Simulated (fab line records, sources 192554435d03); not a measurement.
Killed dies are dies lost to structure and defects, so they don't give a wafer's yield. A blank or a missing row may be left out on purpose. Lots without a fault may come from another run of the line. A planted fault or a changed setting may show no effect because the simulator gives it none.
Which tool did it? | flow n5_finfet | 24 lots, 72 wafers sampled, at 5 steps of a route of 1938

WHAT THE GAUGES READ, wafer by wafer
N5_FIN_SAQP_CD_MEAS_27: target cd 20 nm. Usual: cd_nm 20.30 nm, standard deviation 0.22.
lot  | measured    | on        | cd_nm (nm)        | flag
L074 | day 2 00:31 | cd_sem-01 | 20.24 19.77 20.33 |
L075 | day 2 06:38 | cd_sem-01 | 20.14 20.04 20.39 |
L076 | day 2 12:52 | cd_sem-03 | 20.39 20.25 20.22 |
L077 | day 2 17:41 | cd_sem-03 | 20.64 20.55 20.18 |
L078 | day 3 00:19 | cd_sem-01 | 20.29 20.12 20.18 |
L079 | day 3 05:52 | cd_sem-01 | 20.01 20.47 20.35 |
L080 | day 3 11:40 | cd_sem-01 | 20.24 20.33 20.31 |
L081 | day 3 19:05 | cd_sem-01 | 20.16 19.70 20.11 |
L082 | day 4 00:43 | cd_sem-02 | 20.40 20.64 20.40 |
L083 | day 4 06:39 | cd_sem-02 | 20.48 19.69 20.28 |
L084 | day 4 12:20 | cd_sem-02 | 20.18 19.94 20.07 |
L085 | day 4 18:05 | cd_sem-03 | 20.40 20.36 20.32 |
L086 | day 5 01:20 | cd_sem-01 | 20.62 20.41 20.11 |
L087 | day 5 08:07 | cd_sem-02 | 20.27 19.82 20.56 |
L088 | day 5 13:19 | cd_sem-01 | 20.28 20.00 20.37 |
L089 | day 5 19:09 | cd_sem-02 | 20.42 20.55 20.11 |
L090 | day 6 00:23 | cd_sem-01 | 20.24 19.80 20.21 |
L091 | day 6 06:20 | cd_sem-02 | 20.26 20.31 20.45 |
L092 | day 6 12:38 | cd_sem-02 | 20.33 20.50 20.17 |
L093 | day 6 20:22 | cd_sem-01 | 20.52 20.61 20.24 |
L094 | day 7 01:48 | cd_sem-01 | 20.17 20.10 20.41 |
L095 | day 7 06:04 | cd_sem-02 | 20.35 20.45 20.63 |
L096 | day 7 11:56 | cd_sem-03 | 20.20 20.15 20.97 |
L097 | day 7 18:05 | cd_sem-02 | 20.23 20.19 20.35 |

N5_FIN_CUT_OVL_MEAS_09. Usual: FIN_CUT_OVL -0.2 nm, standard deviation 0.7.
lot  | measured    | on         | FIN_CUT_OVL (nm) | flag
L074 | day 2 03:10 | overlay-01 | -1.1 -0.9 -0.7   |
L075 | day 2 09:45 | overlay-02 | 1.8 1.5 0.1      |
L076 | day 2 15:29 | overlay-01 | 0.4 -1.1 -0.3    |
L077 | day 2 20:40 | overlay-02 | -0.2 0.2 -0.9    |
L078 | day 3 03:38 | overlay-01 | -0.6 -2.0 -0.1   |
L079 | day 3 08:31 | overlay-01 | 0.2 -0.4 -0.5    |
L080 | day 3 15:35 | overlay-02 | 0.7 0.7 -0.3     |
L081 | day 3 21:55 | overlay-02 | -0.8 -0.2 -0.2   |
L082 | day 4 03:27 | overlay-02 | -0.2 -0.4 -0.2   |
L083 | day 4 09:14 | overlay-01 | 0.8 -0.4 -0.2    |
L084 | day 4 15:39 | overlay-01 | -0.3 -0.6 -0.5   |
L085 | day 4 20:47 | overlay-02 | -0.7 -0.6 -0.1   |
L086 | day 5 04:21 | overlay-02 | 0.3 0.7 -0.3     |
L087 | day 5 10:54 | overlay-02 | -1.1 -0.4 -0.4   |
L088 | day 5 16:08 | overlay-02 | -0.3 -0.3 -0.8   |
L089 | day 5 21:39 | overlay-01 | 0.2 0.3 1.4      |
L090 | day 6 03:02 | overlay-01 | -0.7 -0.6 -1.3   |
L091 | day 6 09:14 | overlay-01 | 0.5 -0.2 0.7     |
L092 | day 6 15:47 | overlay-02 | 0.1 -0.9 -0.5    |
L093 | day 6 23:10 | overlay-01 | 0.7 -0.4 -0.5    |
L094 | day 7 04:17 | overlay-01 | -0.7 -0.8 -1.3   |
L095 | day 7 09:25 | overlay-02 | -1.1 -0.9 -1.4   |
L096 | day 7 14:37 | overlay-01 | 0.2 -0.3 -0.1    |
L097 | day 7 21:03 | overlay-01 | 0.5 0.7 1.1      |

WHICH TOOL RAN EACH LOT (tool, then ch and the chambers of the sampled wafers, then the start)
lot  | N5_FIN_SAQP_STRIP_55              | N5_FIN_SAQP_SPACER1_ALD_24       | N5_FIN_SAQP_ETCH_57
L074 | rie_diel-06 ch 1,2, day 1 22:52   | ald_sin-02 ch 0,1,3, day 1 23:35 | rie_diel-01 ch 0,1, day 2 00:33
L075 | rie_diel-06 ch 0,1,2, day 2 04:45 | ald_sin-03 ch 0,1, day 2 05:42   | rie_diel-06 ch 0,1,2, day 2 06:54
L076 | rie_diel-01 ch 1,2, day 2 11:14   | ald_sin-02 ch 2,3, day 2 11:56   | rie_diel-05 ch 0,2,3, day 2 12:55
L077 | rie_diel-06 ch 1,2,3, day 2 16:01 | ald_sin-03 ch 0,2,3, day 2 16:47 | rie_diel-05 ch 0,2, day 2 17:44
L078 | rie_diel-05 ch 1,3, day 2 22:41   | ald_sin-01 ch 0,3, day 2 23:24   | rie_diel-01 ch 0,2, day 3 00:22
L079 | rie_diel-01 ch 0,2,3, day 3 04:12 | ald_sin-02 ch 2,3, day 3 04:57   | rie_diel-05 ch 0,1,2, day 3 05:55
L080 | rie_diel-01 ch 1,2, day 3 09:59   | ald_sin-03 ch 0,2,3, day 3 10:42 | rie_diel-01 ch 1,2,3, day 3 11:49
L081 | rie_diel-01 ch 1,3, day 3 16:43   | ald_sin-03 ch 0,1,3, day 3 18:10 | rie_diel-01 ch 0,2,3, day 3 19:08
L082 | rie_diel-06 ch 0,1,2, day 3 23:06 | ald_sin-02 ch 0,1,3, day 3 23:48 | rie_diel-05 ch 0,3, day 4 00:55
L083 | rie_diel-05 ch 0,1,2, day 4 05:01 | ald_sin-02 ch 1,3, day 4 05:44   | rie_diel-01 ch 0,2,3, day 4 06:42
L084 | rie_diel-06 ch 0,2,3, day 4 10:36 | ald_sin-02 ch 1,3, day 4 11:19   | rie_diel-06 ch 2,3, day 4 12:33
L085 | rie_diel-01 ch 1,2,3, day 4 16:20 | ald_sin-03 ch 0,2, day 4 17:03   | rie_diel-06 ch 1,2,3, day 4 18:07
L086 | rie_diel-05 ch 0,2,3, day 4 23:40 | ald_sin-02 ch 1,2, day 5 00:25   | rie_diel-05 ch 1,2,3, day 5 01:26
L087 | rie_diel-05 ch 0,2, day 5 05:52   | ald_sin-02 ch 1,3, day 5 07:11   | rie_diel-05 ch 0,1, day 5 08:10
L088 | rie_diel-01 ch 1,3, day 5 11:41   | ald_sin-03 ch 0,3, day 5 12:24   | rie_diel-06 ch 0,1, day 5 13:22
L089 | rie_diel-05 ch 0,1,3, day 5 17:30 | ald_sin-01 ch 0,2,3, day 5 18:13 | rie_diel-01 ch 0,1,3, day 5 19:14
L090 | rie_diel-01 ch 0,1,3, day 5 22:45 | ald_sin-01 ch 0,1,3, day 5 23:28 | rie_diel-01 ch 0,1,2, day 6 00:26
L091 | rie_diel-01 ch 1,3, day 6 04:43   | ald_sin-02 ch 1,2,3, day 6 05:25 | rie_diel-06 ch 2,3, day 6 06:23
L092 | rie_diel-05 ch 0,1,3, day 6 10:05 | ald_sin-01 ch 0,2, day 6 11:40   | rie_diel-06 ch 0,2,3, day 6 12:46
L093 | rie_diel-05 ch 0,1,3, day 6 18:41 | ald_sin-03 ch 0,1,3, day 6 19:24 | rie_diel-06 ch 0,2,3, day 6 20:25
L094 | rie_diel-06 ch 0,1,2, day 7 00:10 | ald_sin-03 ch 0,1,2, day 7 00:53 | rie_diel-06 ch 0,1,2, day 7 01:50
L095 | rie_diel-05 ch 2,3, day 7 04:20   | ald_sin-03 ch 0,2,3, day 7 05:06 | rie_diel-01 ch 0,1, day 7 06:18
L096 | rie_diel-06 ch 0,2, day 7 10:17   | ald_sin-01 ch 0,1,2, day 7 11:01 | rie_diel-05 ch 0,1,2, day 7 12:04
L097 | rie_diel-05 ch 1,2,3, day 7 16:28 | ald_sin-03 ch 0,2, day 7 17:10   | rie_diel-01 ch 1,3, day 7 18:08
- N5_FIN_SAQP_STRIP_55: strips in N2/H2.
- N5_FIN_SAQP_SPACER1_ALD_24: deposits SiO2, target thk 20.3 nm, pulse time 1 s, purge time 2 s.
- N5_FIN_SAQP_ETCH_57: etches SiNx in CH3F/O2, target depth 32.5 nm, time 46.4 s.

WHAT THE TOOLS THEMSELVES READ (means of the sampled wafers that have a number; where no wafer has one, the mark that the record gives instead)
N5_FIN_SAQP_STRIP_55. Usual: drypump_motor_current_A 5.9 A, standard deviation 0.57; h2_flow_sccm 300.1 sccm, standard deviation 0.83; oes_product_au 0.77 a.u., standard deviation 0.072; rf_vpp_V 121.5 V, standard deviation 1.4; showerhead_plenum_p_Torr 3.34 Torr, standard deviation 0.097; throttle_valve_pct 18.95 %, standard deviation 0.27.
lot  | tool        | drypump_motor_current_A (A) | h2_flow_sccm (sccm) | oes_product_au (a.u.) | rf_vpp_V (V) | showerhead_plenum_p_Torr (Torr) | throttle_valve_pct (%) | flag
L074 | rie_diel-06 | 5.5                         | 300.3               | 0.85                  | 121.6        | 3.36                            | 18.77                  |
L075 | rie_diel-06 | 5.8                         | 300.5               | 0.80                  | 121.2        | 3.34                            | 18.82                  |
L076 | rie_diel-01 | 5.8                         | 301.1               | 0.78                  | 121.9        | 3.38                            | 18.82                  |
L077 | rie_diel-06 | 5.3                         | 300.4               | 0.80                  | 121.8        | 3.35                            | 18.92                  |
L078 | rie_diel-05 | 6.2                         | 300.0               | 0.87                  | 120.4        | 3.28                            | 19.13                  |
L079 | rie_diel-01 | 6.3                         | 299.5               | 0.75                  | 122.1        | 3.35                            | 18.94                  |
L080 | rie_diel-01 | 6.2                         | 300.2               | 0.79                  | 121.9        | 3.37                            | 18.79                  |
L081 | rie_diel-01 | 5.7                         | 300.3               | 0.72                  | 121.9        | 3.43                            | 18.73                  |
L082 | rie_diel-06 | 5.8                         | 300.7               | 0.77                  | 121.5        | 3.34                            | 18.83                  |
L083 | rie_diel-05 | 5.6                         | 299.6               | 0.80                  | 122.0        | 3.39                            | 19.00                  |
L084 | rie_diel-06 | 5.5                         | 299.7               | 0.82                  | 121.5        | 3.27                            | 18.79                  |
L085 | rie_diel-01 | 6.0                         | 300.1               | 0.75                  | 121.2        | 3.40                            | 18.77                  |
L086 | rie_diel-05 | 5.9                         | 300.6               | 0.74                  | 121.0        | 3.35                            | 18.97                  |
L087 | rie_diel-05 | 5.5                         | 300.0               | 0.76                  | 122.7        | 3.40                            | 18.83                  |
L088 | rie_diel-01 | 5.7                         | 299.9               | 0.72                  | 122.1        | 3.42                            | 18.74                  |
L089 | rie_diel-05 | 6.0                         | 301.1               | 0.77                  | 120.8        | 3.33                            | 19.14                  |
L090 | rie_diel-01 | 5.8                         | 300.2               | 0.71                  | 120.6        | 3.33                            | 19.04                  |
L091 | rie_diel-01 | 5.7                         | 298.7               | 0.72                  | 121.4        | 3.41                            | 18.76                  |
L092 | rie_diel-05 | 6.0                         | 300.4               | 0.76                  | 122.5        | 3.33                            | 19.16                  |
L093 | rie_diel-05 | 6.0                         | 299.8               | 0.76                  | 122.3        | 3.33                            | 19.16                  |
L094 | rie_diel-06 | 5.8                         | 300.5               | 0.76                  | 121.1        | 3.32                            | 18.87                  |
L095 | rie_diel-05 | 6.4                         | 299.8               | 0.74                  | 121.5        | 3.25                            | 19.02                  |
L096 | rie_diel-06 | 5.7                         | 301.2               | 0.82                  | 121.6        | 3.26                            | 18.68                  |
L097 | rie_diel-05 | 6.1                         | 300.7               | 0.79                  | 120.2        | 3.28                            | 19.06                  |

N5_FIN_SAQP_SPACER1_ALD_24. Usual: heater_power_w 463 W, standard deviation 45; precursor_pulse_height_rel 1.001, standard deviation 0.019.
lot  | tool       | heater_power_w (W) | precursor_pulse_height_rel | flag
L074 | ald_sin-02 | 468                | 1.010                      |
L075 | ald_sin-03 | 451                | 1.011                      |
L076 | ald_sin-02 | 419                | 1.018                      |
L077 | ald_sin-03 | 462                | 1.004                      |
L078 | ald_sin-01 | 441                | 1.005                      |
L079 | ald_sin-02 | 435                | 1.002                      |
L080 | ald_sin-03 | 454                | 1.012                      |
L081 | ald_sin-03 | 492                | 1.000                      |
L082 | ald_sin-02 | 467                | 1.000                      |
L083 | ald_sin-02 | 473                | 0.996                      |
L084 | ald_sin-02 | 460                | 0.990                      |
L085 | ald_sin-03 | 422                | 0.990                      |
L086 | ald_sin-02 | 465                | 1.025                      |
L087 | ald_sin-02 | 471                | 0.997                      |
L088 | ald_sin-03 | 466                | 1.004                      |
L089 | ald_sin-01 | 431                | 1.017                      |
L090 | ald_sin-01 | 448                | 0.988                      |
L091 | ald_sin-02 | 446                | 0.994                      |
L092 | ald_sin-01 | 423                | 0.989                      |
L093 | ald_sin-03 | 495                | 0.993                      |
L094 | ald_sin-03 | 446                | 0.984                      |
L095 | ald_sin-03 | 455                | 1.003                      |
L096 | ald_sin-01 | 440                | 0.994                      |
L097 | ald_sin-03 | 419                | 1.007                      |

N5_FIN_SAQP_ETCH_57. Usual: drypump_motor_current_A 5.8 A, standard deviation 0.57; etch_rf_on_time_s 46.4 s, standard deviation 1.2; oes_product_au 0.66 a.u., standard deviation 0.063; rf_vpp_V 296 V, standard deviation 4.5; showerhead_plenum_p_Torr 1.98 Torr, standard deviation 0.055; throttle_valve_pct 16.29 %, standard deviation 0.15.
lot  | tool        | drypump_motor_current_A (A) | etch_rf_on_time_s (s) | oes_product_au (a.u.) | rf_vpp_V (V) | showerhead_plenum_p_Torr (Torr) | throttle_valve_pct (%) | flag
L074 | rie_diel-01 | 5.6                         | 46.9                  | 0.65                  | 297          | 1.97                            | 16.36                  |
L075 | rie_diel-06 | 5.8                         | 47.4                  | 0.67                  | 295          | 1.98                            | 16.21                  |
L076 | rie_diel-05 | 5.9                         | 45.7                  | 0.66                  | 296          | 2.00                            | 16.33                  |
L077 | rie_diel-05 | 5.5                         | 46.7                  | 0.67                  | 300          | 2.04                            | 16.27                  |
L078 | rie_diel-01 | 6.5                         | 46.7                  | 0.65                  | 296          | 1.97                            | 16.16                  |
L079 | rie_diel-05 | 5.6                         | 45.3                  | 0.70                  | 299          | 2.02                            | 16.30                  |
L080 | rie_diel-01 | 6.0                         | 46.2                  | 0.65                  | 298          | 2.02                            | 16.32                  |
L081 | rie_diel-01 | 6.3                         | 46.9                  | 0.63                  | 295          | 1.98                            | 16.24                  |
L082 | rie_diel-05 | 5.7                         | 47.7                  | 0.61                  | 298          | 2.01                            | 16.35                  |
L083 | rie_diel-01 | 6.3                         | 46.4                  | 0.63                  | 295          | 1.98                            | 16.25                  |
L084 | rie_diel-06 | 5.1                         | 45.8                  | 0.73                  | 298          | 1.94                            | 16.01                  |
L085 | rie_diel-06 | 5.3                         | 46.9                  | 0.67                  | 296          | 1.98                            | 16.15                  |
L086 | rie_diel-05 | 6.1                         | 45.6                  | 0.70                  | 294          | 1.96                            | 16.37                  |
L087 | rie_diel-05 | 5.8                         | 46.0                  | 0.70                  | 298          | 1.99                            | 16.32                  |
L088 | rie_diel-06 | 6.2                         | 48.0                  | 0.62                  | 290          | 1.96                            | 16.44                  |
L089 | rie_diel-01 | 5.8                         | 46.0                  | 0.61                  | 294          | 1.98                            | 16.36                  |
L090 | rie_diel-01 | 6.1                         | 45.4                  | 0.64                  | 297          | 1.96                            | 16.32                  |
L091 | rie_diel-06 | 5.1                         | 45.7                  | 0.72                  | 298          | 1.94                            | 16.03                  |
L092 | rie_diel-06 | 5.5                         | 46.1                  | 0.68                  | 293          | 1.93                            | 16.23                  |
L093 | rie_diel-06 | 5.5                         | 46.0                  | 0.68                  | 294          | 1.93                            | 16.23                  |
L094 | rie_diel-06 | 5.8                         | 47.0                  | 0.65                  | 295          | 1.97                            | 16.27                  |
L095 | rie_diel-01 | 5.9                         | 46.3                  | 0.61                  | 295          | 1.92                            | 16.35                  |
L096 | rie_diel-05 | 5.6                         | 46.9                  | 0.66                  | 299          | 2.01                            | 16.35                  |
L097 | rie_diel-01 | 5.7                         | 45.5                  | 0.61                  | 295          | 2.02                            | 16.46                  |

THE ANSWER, worked out from the rows above alone
Rule: a lot is off if the mean of its wafers that have a number lies more than 3 standard deviations from the usual mean. A lot without any number at a reading at which 4 lots or more have one is off too. The other lots that the step has rows for count as sound. The gauges are gone through in route order, then the tools' own readings, and for those a lot's mean is taken as printed above. The first step at which some lot is off is used, and at that step the reading that is off furthest; a lot without a number counts as furthest.
No lot is off at any reading shown: from this, nothing can be told.

WHAT THE SIMULATOR HAD PUT IN
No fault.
